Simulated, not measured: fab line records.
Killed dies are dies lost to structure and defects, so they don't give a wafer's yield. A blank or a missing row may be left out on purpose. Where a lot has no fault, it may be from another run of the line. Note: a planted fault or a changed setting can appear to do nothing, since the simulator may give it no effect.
fab line records ; flow n5_finfet
record: lots: 24; wafers: 72; last_day: 18
route steps=1938 shown BEOL_M1@792 BEOL_M2@844
lots untouched by any fault: they come from a run of this same line in which no faults occurred
start_h: start of the lot's first displayed wafer, in hours after the record's first day ; wait_h: how many hours have passed since the lot's step before this one ; " same as the row above ; L1.1+2: one row covering several wafers at once ; - value missing, or start not given ; * or withheld: withheld ; < > ~ a bound
route shown NAME@n: a module of which the file shows steps, and the number in the route of the first ; usual: mean/standard deviation taken from wafers without a fault ; same: alike in all rows ; chamber/n: place in a boat ; sites: each site's reading ; _std_site: their standard deviation ; _edge_site: outer sites' mean less inner sites' ; radius_mm: how far each site lies from the wafer's centre ; mask NAME#n: copy n ; behind: the last tool/chamber to shape the wafer ; hold: what put the lot on hold/how long, in hours/how the hold closed ; device: whichever transistor did not switch (one of n, p or np) ; end of line: tests of these same wafers at the route's end ; where a step has no rows: the recipe by itself ; killed: dies that structure and defects cost at the first sort, which is not the same as the wafer's yield ; map: dies across one wafer; x = killed, . = not, _ = none there
set.NAME: setting as actually run; set.NAME@STEP: the setting as run at that earlier step ; model.NAME: the simulator's own value behind a step, which no gauge read
a sample of lots followed through the steps of the route, with each step as a table and each wafer as a row
services: a tool's chamber out of use, with start hour (start_h, from the record's first day; less than 0 if before it), hours out, and reason
== steps ==
step: N5_BEOL_M1_ALD_98
recipe: material: SiO2; target_thk_a: 25; temp_c: 100; ald_precursor_family: BDEAS; ald_co_reactant: O2-plasma; pulse_time_s: 1; co_reactant_pulse_time_s: 1; purge_time_s: 2; co_reactant_purge_time_s: 2; ald_cycles: 17; pressure_torr: 2
usual: heater_power_w: 75/8.7; precursor_pulse_height_rel: 1.000/0.021
same: pulse_time_s: 1; purge_time_s: 2
lot.wafer;tool;chamber;start_h;wait_h;heater_power_w;precursor_pulse_height_rel
L074.2;ald_sin-04;1;127.59;0.1;79;1.005
L074.3;ald_sin-04;0;127.59;0.1;71;0.967
L074.6;ald_sin-04;1;127.59;0.1;81;1.042
L075.2;ald_sin-01;0;128.38;0.1;69;1.017
L075.5;ald_sin-01;1;128.38;0.1;63;1.000
L075.6;ald_sin-01;0;128.38;0.1;68;1.020
L076.1;ald_sin-04;2;136.86;0.1;71;1.026
L076.4;ald_sin-04;1;136.86;0.1;80;0.992
L076.6;ald_sin-04;0;136.86;0.1;72;0.988
L077.2;ald_sin-03;3;144.13;0.5;84;1.017
L077.5;ald_sin-03;0;144.13;0.5;68;1.011
L077.6;ald_sin-03;1;144.13;0.5;84;0.974
L078.1;ald_sin-04;3;150.30;0.4;79;1.023
L078.3;ald_sin-04;0;150.30;0.4;72;1.036
L078.5;ald_sin-04;3;150.30;0.4;80;0.951
L079.1;ald_sin-04;2;153.71;0.1;70;1.036
L079.2;ald_sin-04;1;153.71;0.1;81;0.991
L079.4;ald_sin-04;0;153.71;0.1;70;0.967
L080.1;ald_sin-01;2;160.63;0.6;88;1.017
L080.3;ald_sin-01;0;160.63;0.6;67;0.997
L080.4;ald_sin-01;3;160.63;0.6;84;0.979
L081.1;ald_sin-04;3;169.73;0.1;80;1.023
L081.3;ald_sin-04;0;169.73;0.1;73;1.004
L081.5;ald_sin-04;2;169.73;0.1;70;1.029
L082.2;ald_sin-01;1;176.47;0.1;65;1.020
L082.4;ald_sin-01;3;176.47;0.1;83;0.975
L082.6;ald_sin-01;0;176.47;0.1;69;1.016
L083.1;ald_sin-01;2;182.30;0.3;87;0.991
L083.5;ald_sin-01;0;182.30;0.3;69;1.048
L083.6;ald_sin-01;3;182.30;0.3;82;1.006
L084.3;ald_sin-03;3;191.15;0.2;85;0.981
L084.4;ald_sin-03;0;191.15;0.2;68;0.988
L084.5;ald_sin-03;3;191.15;0.2;85;1.035
L085.1;ald_sin-04;0;197.39;0.1;72;1.033
L085.4;ald_sin-04;2;197.39;0.1;69;0.998
L085.5;ald_sin-04;0;197.39;0.1;70;1.020
L086.1;ald_sin-01;2;198.82;0.1;87;1.014
L086.2;ald_sin-01;0;198.82;0.1;68;1.020
L086.5;ald_sin-01;0;198.82;0.1;70;0.984
L087.3;ald_sin-03;3;204.03;0.1;87;1.010
L087.4;ald_sin-03;1;204.03;0.1;85;0.979
L087.6;ald_sin-03;2;204.03;0.1;59;0.979
L088.2;ald_sin-01;3;207.70;0.2;84;1.000
L088.3;ald_sin-01;1;207.70;0.2;63;1.002
L088.5;ald_sin-01;2;207.70;0.2;88;1.050
L089.1;ald_sin-01;1;216.85;0.1;64;0.988
L089.2;ald_sin-01;2;216.85;0.1;88;1.000
L089.4;ald_sin-01;3;216.85;0.1;85;1.020
L090.3;ald_sin-01;3;222.36;0.6;85;0.972
L090.4;ald_sin-01;2;222.36;0.6;87;1.030
L090.6;ald_sin-01;0;222.36;0.6;67;1.015
L091.1;ald_sin-01;3;227.13;0.1;83;0.992
L091.3;ald_sin-01;0;227.13;0.1;68;1.010
L091.4;ald_sin-01;2;227.13;0.1;87;0.972
L092.2;ald_sin-04;2;228.70;0.2;73;1.034
L092.4;ald_sin-04;0;228.70;0.2;71;1.018
L092.6;ald_sin-04;3;228.70;0.2;80;1.038
L093.2;ald_sin-04;1;237.22;0.1;82;0.947
L093.5;ald_sin-04;3;237.22;0.1;78;0.998
L093.6;ald_sin-04;2;237.22;0.1;73;1.021
L094.1;ald_sin-01;1;240.50;0.1;64;1.003
L094.4;ald_sin-01;3;240.50;0.1;85;1.007
L094.6;ald_sin-01;1;240.50;0.1;64;1.013
L095.1;ald_sin-04;0;249.99;0.1;71;0.982
L095.3;ald_sin-04;1;249.99;0.1;83;1.009
L095.4;ald_sin-04;3;249.99;0.1;80;0.963
L096.2;ald_sin-01;1;253.66;0.1;64;0.971
L096.3;ald_sin-01;0;253.66;0.1;68;1.000
L096.4;ald_sin-01;2;253.66;0.1;92;1.001
L097.1;ald_sin-03;2;263.76;0.1;59;0.978
L097.2;ald_sin-03;3;263.76;0.1;88;0.993
L097.6;ald_sin-03;2;263.76;0.1;59;1.000
step: N5_BEOL_M1_DEGAS_44
recipe: ambient: vacuum; temp_c: 250; time_s: 60
usual: heater_power_w: 335/27
lot.wafer;tool;chamber;start_h;wait_h;heater_power_w
L074.2;pvd_sputter-02;-;128.36;0.1;331
L074.3;pvd_sputter-02;-;128.36;0.1;339
L074.6;pvd_sputter-02;-;128.36;0.1;305
L075.2;pvd_sputter-01;-;131.92;1.6;392
L075.5;pvd_sputter-01;-;131.92;1.6;358
L075.6;pvd_sputter-01;-;131.92;1.6;296
L076.1;pvd_sputter-01;-;138.16;0.3;290
L076.4;pvd_sputter-01;-;138.16;0.3;397
L076.6;pvd_sputter-01;-;138.16;0.3;389
L077.2;pvd_sputter-02;-;146.01;0.2;384
L077.5;pvd_sputter-02;-;146.01;0.2;336
L077.6;pvd_sputter-02;-;146.01;0.2;311
L078.1;pvd_sputter-02;-;151.02;0.0;366
L078.3;pvd_sputter-02;-;151.02;0.0;332
L078.5;pvd_sputter-02;-;151.02;0.0;339
L079.1;pvd_sputter-02;-;158.50;0.9;358
L079.2;pvd_sputter-02;-;158.50;0.9;331
L079.4;pvd_sputter-02;-;158.50;0.9;336
L080.1;pvd_sputter-03;-;161.72;0.1;318
L080.3;pvd_sputter-03;-;161.72;0.1;317
L080.4;pvd_sputter-03;-;161.72;0.1;347
L081.1;pvd_sputter-03;-;180.77;0.4;328
L081.3;pvd_sputter-03;-;180.77;0.4;309
L081.5;pvd_sputter-03;-;180.77;0.4;329
L082.2;pvd_sputter-01;-;180.87;0.3;297
L082.4;pvd_sputter-01;-;180.87;0.3;391
L082.6;pvd_sputter-01;-;180.87;0.3;312
L083.1;pvd_sputter-02;-;184.17;0.2;332
L083.5;pvd_sputter-02;-;184.17;0.2;330
L083.6;pvd_sputter-02;-;184.17;0.2;374
L084.3;pvd_sputter-02;-;193.86;0.0;308
L084.4;pvd_sputter-02;-;193.86;0.0;355
L084.5;pvd_sputter-02;-;193.86;0.0;379
L085.1;pvd_sputter-02;-;200.01;0.2;330
L085.4;pvd_sputter-02;-;200.01;0.2;321
L085.5;pvd_sputter-02;-;200.01;0.2;333
L086.1;pvd_sputter-01;-;201.96;0.7;303
L086.2;pvd_sputter-01;-;201.96;0.7;301
L086.5;pvd_sputter-01;-;201.96;0.7;390
L087.3;pvd_sputter-03;-;206.44;0.6;356
L087.4;pvd_sputter-03;-;206.44;0.6;323
L087.6;pvd_sputter-03;-;206.44;0.6;329
L088.2;pvd_sputter-03;-;208.41;0.0;326
L088.3;pvd_sputter-03;-;208.41;0.0;342
L088.5;pvd_sputter-03;-;208.41;0.0;352
L089.1;pvd_sputter-02;-;221.60;0.6;373
L089.2;pvd_sputter-02;-;221.60;0.6;333
L089.4;pvd_sputter-02;-;221.60;0.6;345
L090.3;pvd_sputter-03;-;226.17;0.5;315
L090.4;pvd_sputter-03;-;226.17;0.5;346
L090.6;pvd_sputter-03;-;226.17;0.5;322
L091.1;pvd_sputter-02;-;230.02;0.3;377
L091.3;pvd_sputter-02;-;230.02;0.3;341
L091.4;pvd_sputter-02;-;230.02;0.3;314
L092.2;pvd_sputter-03;-;232.35;2.4;314
L092.4;pvd_sputter-03;-;232.35;2.4;320
L092.6;pvd_sputter-03;-;232.35;2.4;316
L093.2;pvd_sputter-01;-;239.06;0.2;381
L093.5;pvd_sputter-01;-;239.06;0.2;348
L093.6;pvd_sputter-01;-;239.06;0.2;307
L094.1;pvd_sputter-01;-;242.80;0.8;358
L094.4;pvd_sputter-01;-;242.80;0.8;385
L094.6;pvd_sputter-01;-;242.80;0.8;308
L095.1;pvd_sputter-01;-;253.05;0.5;390
L095.3;pvd_sputter-01;-;253.05;0.5;292
L095.4;pvd_sputter-01;-;253.05;0.5;360
L096.2;pvd_sputter-03;-;257.93;0.1;312
L096.3;pvd_sputter-03;-;257.93;0.1;319
L096.4;pvd_sputter-03;-;257.93;0.1;356
L097.1;pvd_sputter-01;-;267.34;0.1;316
L097.2;pvd_sputter-01;-;267.34;0.1;298
L097.6;pvd_sputter-01;-;267.34;0.1;386
step: N5_BEOL_M1_SPUTTER_79
recipe: material: Cu; target_thk_a: 45; temp_c: -20; chamber_pressure_pa: 0.07; power_w: withheld; time_s: 8.29
usual: throttle_valve_pct: 29.9/1
lot.wafer;tool;chamber;start_h;wait_h;throttle_valve_pct
L074.2;pvd_sputter-02;-;129.17;0.1;29.2
L074.3;pvd_sputter-02;-;129.17;0.1;28.8
L074.6;pvd_sputter-02;-;129.17;0.1;29.0
L075.2;pvd_sputter-01;-;132.90;0.1;31.3
L075.5;pvd_sputter-01;-;132.90;0.1;30.0
L075.6;pvd_sputter-01;-;132.90;0.1;31.2
L076.1;pvd_sputter-02;-;139.19;0.1;29.3
L076.4;pvd_sputter-02;-;139.19;0.1;29.5
L076.6;pvd_sputter-02;-;139.19;0.1;29.2
L077.2;pvd_sputter-03;-;146.85;0.1;30.4
L077.5;pvd_sputter-03;-;146.85;0.1;31.6
L077.6;pvd_sputter-03;-;146.85;0.1;30.4
L078.1;pvd_sputter-01;-;151.86;0.1;31.6
L078.3;pvd_sputter-01;-;151.86;0.1;29.6
L078.5;pvd_sputter-01;-;151.86;0.1;29.6
L079.1;pvd_sputter-03;-;159.40;0.1;30.5
L079.2;pvd_sputter-03;-;159.40;0.1;29.9
L079.4;pvd_sputter-03;-;159.40;0.1;31.6
L080.1;pvd_sputter-03;-;162.52;0.1;28.4
L080.3;pvd_sputter-03;-;162.52;0.1;30.6
L080.4;pvd_sputter-03;-;162.52;0.1;31.8
L081.1;pvd_sputter-03;-;181.79;0.1;28.4
L081.3;pvd_sputter-03;-;181.79;0.1;29.6
L081.5;pvd_sputter-03;-;181.79;0.1;30.5
L082.2;pvd_sputter-02;-;181.93;0.1;28.7
L082.4;pvd_sputter-02;-;181.93;0.1;28.9
L082.6;pvd_sputter-02;-;181.93;0.1;28.9
L083.1;pvd_sputter-03;-;185.94;0.1;31.6
L083.5;pvd_sputter-03;-;185.94;0.1;31.7
L083.6;pvd_sputter-03;-;185.94;0.1;28.6
L084.3;pvd_sputter-02;-;194.73;0.1;29.4
L084.4;pvd_sputter-02;-;194.73;0.1;29.3
L084.5;pvd_sputter-02;-;194.73;0.1;29.1
L085.1;pvd_sputter-03;-;201.30;0.1;31.9
L085.4;pvd_sputter-03;-;201.30;0.1;30.5
L085.5;pvd_sputter-03;-;201.30;0.1;30.6
L086.1;pvd_sputter-01;-;203.08;0.1;30.2
L086.2;pvd_sputter-01;-;203.08;0.1;29.6
L086.5;pvd_sputter-01;-;203.08;0.1;31.0
L087.3;pvd_sputter-01;-;207.72;0.1;30.0
L087.4;pvd_sputter-01;-;207.72;0.1;31.3
L087.6;pvd_sputter-01;-;207.72;0.1;30.1
L088.2;pvd_sputter-02;-;209.18;0.1;29.4
L088.3;pvd_sputter-02;-;209.18;0.1;29.4
L088.5;pvd_sputter-02;-;209.18;0.1;29.2
L089.1;pvd_sputter-02;-;222.82;0.1;29.2
L089.2;pvd_sputter-02;-;222.82;0.1;29.0
L089.4;pvd_sputter-02;-;222.82;0.1;28.7
L090.3;pvd_sputter-03;-;227.05;0.1;30.4
L090.4;pvd_sputter-03;-;227.05;0.1;28.6
L090.6;pvd_sputter-03;-;227.05;0.1;30.5
L091.1;pvd_sputter-03;-;232.77;0.1;28.6
L091.3;pvd_sputter-03;-;232.77;0.1;31.5
L091.4;pvd_sputter-03;-;232.77;0.1;30.7
L092.2;pvd_sputter-03;-;234.71;0.1;28.5
L092.4;pvd_sputter-03;-;234.71;0.1;30.6
L092.6;pvd_sputter-03;-;234.71;0.1;30.4
L093.2;pvd_sputter-02;-;241.19;0.1;29.4
L093.5;pvd_sputter-02;-;241.19;0.1;29.1
L093.6;pvd_sputter-02;-;241.19;0.1;29.3
L094.1;pvd_sputter-01;-;243.82;0.1;29.7
L094.4;pvd_sputter-01;-;243.82;0.1;30.3
L094.6;pvd_sputter-01;-;243.82;0.1;29.6
L095.1;pvd_sputter-01;-;254.07;0.1;30.2
L095.3;pvd_sputter-01;-;254.07;0.1;31.3
L095.4;pvd_sputter-01;-;254.07;0.1;30.2
L096.2;pvd_sputter-02;-;258.90;0.1;29.4
L096.3;pvd_sputter-02;-;258.90;0.1;29.2
L096.4;pvd_sputter-02;-;258.90;0.1;28.6
L097.1;pvd_sputter-03;-;269.37;0.1;28.6
L097.2;pvd_sputter-03;-;269.37;0.1;31.7
L097.6;pvd_sputter-03;-;269.37;0.1;32.0
step: N5_BEOL_M1_SPUTTER_81
recipe: material: Cu; target_thk_a: 45; temp_c: -20; chamber_pressure_pa: 0.07; power_w: withheld; time_s: 8.29
usual: throttle_valve_pct: 29.9/1
lot.wafer;tool;chamber;start_h;wait_h;throttle_valve_pct
L074.2;pvd_sputter-02;-;129.39;0.1;29.4
L074.3;pvd_sputter-02;-;129.39;0.1;28.9
L074.6;pvd_sputter-02;-;129.39;0.1;29.2
L075.2;pvd_sputter-01;-;133.12;0.1;31.1
L075.5;pvd_sputter-01;-;133.12;0.1;30.2
L075.6;pvd_sputter-01;-;133.12;0.1;31.3
L076.1;pvd_sputter-02;-;139.41;0.1;28.9
L076.4;pvd_sputter-02;-;139.41;0.1;29.2
L076.6;pvd_sputter-02;-;139.41;0.1;29.1
L077.2;pvd_sputter-03;-;147.07;0.1;30.7
L077.5;pvd_sputter-03;-;147.07;0.1;31.3
L077.6;pvd_sputter-03;-;147.07;0.1;30.7
L078.1;pvd_sputter-01;-;152.08;0.1;31.3
L078.3;pvd_sputter-01;-;152.08;0.1;29.3
L078.5;pvd_sputter-01;-;152.08;0.1;29.4
L079.1;pvd_sputter-03;-;159.62;0.1;30.6
L079.2;pvd_sputter-03;-;159.62;0.1;29.8
L079.4;pvd_sputter-03;-;159.62;0.1;31.7
L080.1;pvd_sputter-03;-;162.74;0.1;28.6
L080.3;pvd_sputter-03;-;162.74;0.1;30.7
L080.4;pvd_sputter-03;-;162.74;0.1;31.7
L081.1;pvd_sputter-03;-;182.01;0.1;28.4
L081.3;pvd_sputter-03;-;182.01;0.1;29.6
L081.5;pvd_sputter-03;-;182.01;0.1;30.6
L082.2;pvd_sputter-02;-;182.15;0.1;28.8
L082.4;pvd_sputter-02;-;182.15;0.1;29.1
L082.6;pvd_sputter-02;-;182.15;0.1;29.0
L083.1;pvd_sputter-03;-;186.16;0.1;32.0
L083.5;pvd_sputter-03;-;186.16;0.1;32.2
L083.6;pvd_sputter-03;-;186.16;0.1;28.8
L084.3;pvd_sputter-02;-;194.95;0.1;29.5
L084.4;pvd_sputter-02;-;194.95;0.1;29.2
L084.5;pvd_sputter-02;-;194.95;0.1;29.0
L085.1;pvd_sputter-03;-;201.52;0.1;31.5
L085.4;pvd_sputter-03;-;201.52;0.1;30.6
L085.5;pvd_sputter-03;-;201.52;0.1;30.6
L086.1;pvd_sputter-01;-;203.30;0.1;30.4
L086.2;pvd_sputter-01;-;203.30;0.1;29.5
L086.5;pvd_sputter-01;-;203.30;0.1;31.0
L087.3;pvd_sputter-01;-;207.94;0.1;30.4
L087.4;pvd_sputter-01;-;207.94;0.1;31.3
L087.6;pvd_sputter-01;-;207.94;0.1;30.4
L088.2;pvd_sputter-02;-;209.40;0.1;29.3
L088.3;pvd_sputter-02;-;209.40;0.1;29.4
L088.5;pvd_sputter-02;-;209.40;0.1;29.5
L089.1;pvd_sputter-02;-;223.04;0.1;29.7
L089.2;pvd_sputter-02;-;223.04;0.1;29.2
L089.4;pvd_sputter-02;-;223.04;0.1;28.6
L090.3;pvd_sputter-03;-;227.27;0.1;30.9
L090.4;pvd_sputter-03;-;227.27;0.1;28.5
L090.6;pvd_sputter-03;-;227.27;0.1;30.5
L091.1;pvd_sputter-03;-;232.99;0.1;28.5
L091.3;pvd_sputter-03;-;232.99;0.1;31.9
L091.4;pvd_sputter-03;-;232.99;0.1;30.8
L092.2;pvd_sputter-03;-;234.93;0.1;28.6
L092.4;pvd_sputter-03;-;234.93;0.1;30.4
L092.6;pvd_sputter-03;-;234.93;0.1;30.5
L093.2;pvd_sputter-02;-;241.41;0.1;29.3
L093.5;pvd_sputter-02;-;241.41;0.1;29.1
L093.6;pvd_sputter-02;-;241.41;0.1;29.3
L094.1;pvd_sputter-01;-;244.04;0.1;29.4
L094.4;pvd_sputter-01;-;244.04;0.1;30.3
L094.6;pvd_sputter-01;-;244.04;0.1;29.5
L095.1;pvd_sputter-01;-;254.29;0.1;30.3
L095.3;pvd_sputter-01;-;254.29;0.1;31.6
L095.4;pvd_sputter-01;-;254.29;0.1;30.4
L096.2;pvd_sputter-02;-;259.14;0.1;29.0
L096.3;pvd_sputter-02;-;259.14;0.1;29.3
L096.4;pvd_sputter-02;-;259.14;0.1;28.9
L097.1;pvd_sputter-03;-;269.59;0.1;28.3
L097.2;pvd_sputter-03;-;269.59;0.1;32.0
L097.6;pvd_sputter-03;-;269.59;0.1;31.6
step: N5_BEOL_M1_ANNEAL_82
recipe: temp_c: 400; time_s: 240; ambient: vacuum
usual: heater_power_w: 832/63; susceptor_temp_C_max: 400.84/0.29
lot.wafer;tool;chamber;start_h;wait_h;heater_power_w;susceptor_temp_C_max
L074.2;pvd_sputter-02;-;129.47;0.0;787;401.13
L074.3;pvd_sputter-02;-;129.47;0.0;844;401.19
L074.6;pvd_sputter-02;-;129.47;0.0;802;401.05
L075.2;pvd_sputter-01;-;133.20;0.0;763;400.57
L075.5;pvd_sputter-01;-;133.20;0.0;967;401.51
L075.6;pvd_sputter-01;-;133.20;0.0;784;400.68
L076.1;pvd_sputter-02;-;139.49;0.0;842;400.83
L076.4;pvd_sputter-02;-;139.49;0.0;794;400.69
L076.6;pvd_sputter-02;-;139.49;0.0;842;401.09
L077.2;pvd_sputter-03;-;147.15;0.0;786;400.44
L077.5;pvd_sputter-03;-;147.15;0.0;800;400.91
L077.6;pvd_sputter-03;-;147.15;0.0;789;400.63
L078.1;pvd_sputter-01;-;152.16;0.0;781;400.81
L078.3;pvd_sputter-01;-;152.16;0.0;734;400.63
L078.5;pvd_sputter-01;-;152.16;0.0;729;400.41
L079.1;pvd_sputter-03;-;159.70;0.0;785;400.37
L079.2;pvd_sputter-03;-;159.70;0.0;888;401.03
L079.4;pvd_sputter-03;-;159.70;0.0;799;401.33
L080.1;pvd_sputter-03;-;162.82;0.0;816;400.66
L080.3;pvd_sputter-03;-;162.82;0.0;798;400.88
L080.4;pvd_sputter-03;-;162.82;0.0;801;401.11
L081.1;pvd_sputter-03;-;182.09;0.0;818;400.96
L081.3;pvd_sputter-03;-;182.09;0.0;883;400.67
L081.5;pvd_sputter-03;-;182.09;0.0;810;400.42
L082.2;pvd_sputter-02;-;182.23;0.0;799;400.89
L082.4;pvd_sputter-02;-;182.23;0.0;835;400.93
L082.6;pvd_sputter-02;-;182.23;0.0;852;401.06
L083.1;pvd_sputter-03;-;186.24;0.0;774;400.76
L083.5;pvd_sputter-03;-;186.24;0.0;787;401.35
L083.6;pvd_sputter-03;-;186.24;0.0;819;400.58
L084.3;pvd_sputter-02;-;195.03;0.0;917;400.94
L084.4;pvd_sputter-02;-;195.03;0.0;786;401.03
L084.5;pvd_sputter-02;-;195.03;0.0;834;400.42
L085.1;pvd_sputter-03;-;201.60;0.0;794;401.28
L085.4;pvd_sputter-03;-;201.60;0.0;800;400.66
L085.5;pvd_sputter-03;-;201.60;0.0;771;400.79
L086.1;pvd_sputter-01;-;203.38;0.0;895;400.88
L086.2;pvd_sputter-01;-;203.38;0.0;740;400.67
L086.5;pvd_sputter-01;-;203.38;0.0;762;400.41
L087.3;pvd_sputter-01;-;208.02;0.0;873;400.88
L087.4;pvd_sputter-01;-;208.02;0.0;764;400.54
L087.6;pvd_sputter-01;-;208.02;0.0;976;401.52
L088.2;pvd_sputter-02;-;209.48;0.0;931;400.18
L088.3;pvd_sputter-02;-;209.48;0.0;794;400.97
L088.5;pvd_sputter-02;-;209.48;0.0;938;400.75
L089.1;pvd_sputter-02;-;223.12;0.0;933;400.64
L089.2;pvd_sputter-02;-;223.12;0.0;848;400.66
L089.4;pvd_sputter-02;-;223.12;0.0;829;400.56
L090.3;pvd_sputter-03;-;227.35;0.0;782;400.15
L090.4;pvd_sputter-03;-;227.35;0.0;811;400.71
L090.6;pvd_sputter-03;-;227.35;0.0;784;400.59
L091.1;pvd_sputter-03;-;233.07;0.0;825;401.00
L091.3;pvd_sputter-03;-;233.07;0.0;781;401.08
L091.4;pvd_sputter-03;-;233.07;0.0;798;401.10
L092.2;pvd_sputter-03;-;235.01;0.0;804;400.71
L092.4;pvd_sputter-03;-;235.01;0.0;809;400.38
L092.6;pvd_sputter-03;-;235.01;0.0;788;400.57
L093.2;pvd_sputter-02;-;241.49;0.0;790;400.65
L093.5;pvd_sputter-02;-;241.49;0.0;818;400.75
L093.6;pvd_sputter-02;-;241.49;0.0;792;400.96
L094.1;pvd_sputter-01;-;244.12;0.0;750;400.88
L094.4;pvd_sputter-01;-;244.12;0.0;893;401.23
L094.6;pvd_sputter-01;-;244.12;0.0;742;401.03
L095.1;pvd_sputter-01;-;254.37;0.0;971;400.98
L095.3;pvd_sputter-01;-;254.37;0.0;803;400.55
L095.4;pvd_sputter-01;-;254.37;0.0;884;400.67
L096.2;pvd_sputter-02;-;259.23;0.0;842;401.26
L096.3;pvd_sputter-02;-;259.23;0.0;925;401.22
L096.4;pvd_sputter-02;-;259.23;0.0;824;401.06
L097.1;pvd_sputter-03;-;269.67;0.0;792;401.08
L097.2;pvd_sputter-03;-;269.67;0.0;800;400.67
L097.6;pvd_sputter-03;-;269.67;0.0;810;400.86
step: N5_BEOL_M2_HM_DEP_02
recipe: material: TiN; target_thk_a: 200; temp_c: 25; chamber_pressure_pa: 0.49996
usual: throttle_valve_pct: 29.8/0.94
lot.wafer;tool;chamber;start_h;wait_h;throttle_valve_pct
L074.2;pvd_sputter-02;-;132.39;0.1;29.2
L074.3;pvd_sputter-02;-;132.39;0.1;29.3
L074.6;pvd_sputter-02;-;132.39;0.1;29.2
L075.2;pvd_sputter-03;-;136.74;0.8;29.6
L075.5;pvd_sputter-03;-;136.74;0.8;28.6
L075.6;pvd_sputter-03;-;136.74;0.8;29.7
L076.1;pvd_sputter-03;-;142.90;0.7;28.3
L076.4;pvd_sputter-03;-;142.90;0.7;30.3
L076.6;pvd_sputter-03;-;142.90;0.7;28.6
L077.2;pvd_sputter-02;-;149.66;0.0;29.4
L077.5;pvd_sputter-02;-;149.66;0.0;29.2
L077.6;pvd_sputter-02;-;149.66;0.0;29.3
L078.1;pvd_sputter-02;-;157.72;3.0;29.3
L078.3;pvd_sputter-02;-;157.72;3.0;28.9
L078.5;pvd_sputter-02;-;157.72;3.0;29.1
L079.1;pvd_sputter-01;-;162.21;0.0;30.2
L079.2;pvd_sputter-01;-;162.21;0.0;29.4
L079.4;pvd_sputter-01;-;162.21;0.0;30.2
L080.1;pvd_sputter-02;-;166.00;0.7;28.6
L080.3;pvd_sputter-02;-;166.00;0.7;29.0
L080.4;pvd_sputter-02;-;166.00;0.7;28.7
L081.1;pvd_sputter-03;-;185.34;0.7;31.8
L081.3;pvd_sputter-03;-;185.34;0.7;28.8
L081.5;pvd_sputter-03;-;185.34;0.7;31.8
L082.2;pvd_sputter-03;-;185.44;0.4;31.8
L082.4;pvd_sputter-03;-;185.44;0.4;28.8
L082.6;pvd_sputter-03;-;185.44;0.4;30.5
L083.1;pvd_sputter-02;-;189.83;1.1;29.2
L083.5;pvd_sputter-02;-;189.83;1.1;29.1
L083.6;pvd_sputter-02;-;189.83;1.1;29.0
L084.3;pvd_sputter-01;-;199.28;1.7;30.1
L084.4;pvd_sputter-01;-;199.28;1.7;30.2
L084.5;pvd_sputter-01;-;199.28;1.7;30.1
L085.1;pvd_sputter-03;-;205.78;1.4;28.6
L085.4;pvd_sputter-03;-;205.78;1.4;30.3
L085.5;pvd_sputter-03;-;205.78;1.4;30.8
L086.1;pvd_sputter-01;-;206.88;0.9;31.3
L086.2;pvd_sputter-01;-;206.88;0.9;30.5
L086.5;pvd_sputter-01;-;206.88;0.9;31.3
L087.3;pvd_sputter-02;-;211.46;0.9;29.2
L087.4;pvd_sputter-02;-;211.46;0.9;29.2
L087.6;pvd_sputter-02;-;211.46;0.9;28.3
L088.2;pvd_sputter-03;-;214.51;2.6;29.6
L088.3;pvd_sputter-03;-;214.51;2.6;28.5
L088.5;pvd_sputter-03;-;214.51;2.6;29.8
L089.1;pvd_sputter-01;-;226.26;0.6;31.3
L089.2;pvd_sputter-01;-;226.26;0.6;29.3
L089.4;pvd_sputter-01;-;226.26;0.6;30.2
L090.3;pvd_sputter-03;-;232.25;2.4;29.8
L090.4;pvd_sputter-03;-;232.25;2.4;31.8
L090.6;pvd_sputter-03;-;232.25;2.4;28.8
L091.1;pvd_sputter-02;-;237.83;2.3;28.5
L091.3;pvd_sputter-02;-;237.83;2.3;29.2
L091.4;pvd_sputter-02;-;237.83;2.3;29.5
L092.2;pvd_sputter-01;-;238.20;0.6;29.4
L092.4;pvd_sputter-01;-;238.20;0.6;31.2
L092.6;pvd_sputter-01;-;238.20;0.6;31.3
L093.2;pvd_sputter-01;-;245.48;1.5;31.5
L093.5;pvd_sputter-01;-;245.48;1.5;31.3
L093.6;pvd_sputter-01;-;245.48;1.5;30.3
L094.1;pvd_sputter-01;-;246.66;0.1;31.4
L094.4;pvd_sputter-01;-;246.66;0.1;30.4
L094.6;pvd_sputter-01;-;246.66;0.1;30.3
L095.1;pvd_sputter-03;-;257.83;1.0;30.6
L095.3;pvd_sputter-03;-;257.83;1.0;28.8
L095.4;pvd_sputter-03;-;257.83;1.0;30.0
L096.2;pvd_sputter-01;-;261.98;0.0;30.1
L096.3;pvd_sputter-01;-;261.98;0.0;29.6
L096.4;pvd_sputter-01;-;261.98;0.0;31.4
L097.1;pvd_sputter-02;-;274.01;1.8;29.3
L097.2;pvd_sputter-02;-;274.01;1.8;29.4
L097.6;pvd_sputter-02;-;274.01;1.8;29.2
== services ==
tool;chamber;start_h;hours;kind
ald_sin-01;2;126.17;3.7;repair
pvd_sputter-01;-;129.72;1.9;repair
ald_sin-04;3;194.48;12.8;repair
ald_sin-01;0;257.92;4.3;repair
ald_sin-03;-;268.89;14.0;pm
ald_sin-03;0;268.89;14.0;vent_cycle
ald_sin-03;1;268.89;14.0;vent_cycle
ald_sin-03;2;268.89;14.0;vent_cycle
ald_sin-03;3;268.89;14.0;vent_cycle
== key ==
fault none
